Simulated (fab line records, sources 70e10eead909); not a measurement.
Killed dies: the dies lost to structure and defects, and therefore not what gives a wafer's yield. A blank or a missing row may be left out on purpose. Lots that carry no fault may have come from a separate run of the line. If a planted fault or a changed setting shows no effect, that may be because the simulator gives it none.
Matching of chambers	flow nand harc	NHARC_THIN_TSV_DEP_43 on pecvd-04: 3 sister chambers
The step deposits SiO2, target thk 1328.5 nm. 6 wafers are shown with their chamber, then 7 later ones without.

WAFERS, EACH WITH ITS CHAMBER
wafer	chamber	throttle valve pct (%)	showerhead vpp V (V)
L458.4	2	16.3	1911
L460.1	1	15.7	1887
L460.5	2	16.2	1895
L460.6	0	16.0	1852
L473.2	1	15.3	1856
L473.3	0	15.8	1866

WAFERS WITH NO CHAMBER GIVEN
wafer	throttle valve pct (%)	showerhead vpp V (V)
L473.5	16.2	1905
L475.1	15.7	1862
L475.4	16.2	1877
L475.6	15.3	1888
L476.2	15.5	1897
L476.3	15.8	1855
L476.4	16.0	1903

EACH ONE'S CHAMBER
wafer	from the rows above	in truth
L473.5	2	2
L475.1	can't be placed: 0 or 1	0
L475.4	can't be placed: 2 or 0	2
L475.6	1	1
L476.2	can't be placed: 1 or 0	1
L476.3	can't be placed: 0 or 1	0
L476.4	can't be placed: 2 or 0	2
Correct placement for 2 of the 7. Unplaceable from these rows: 5, with the true chamber sitting among the candidates in 5. Number placed wrongly: 0.
How it was worked out, from the rows above alone: a wafer's distance from a chamber is the root of the sum, over the readings, of the square of ((its reading less the chamber's mean) divided by the reading's scatter). The wafer belongs to the nearest chamber; if the next one is less than 2 further off, it can't be placed. For every chamber, the mean is computed from those of its wafers that are shown. The scatter is the square root of a quotient: the sum, over the shown wafers, of each reading's squared deviation from its chamber's mean, divided by wafers minus chambers.
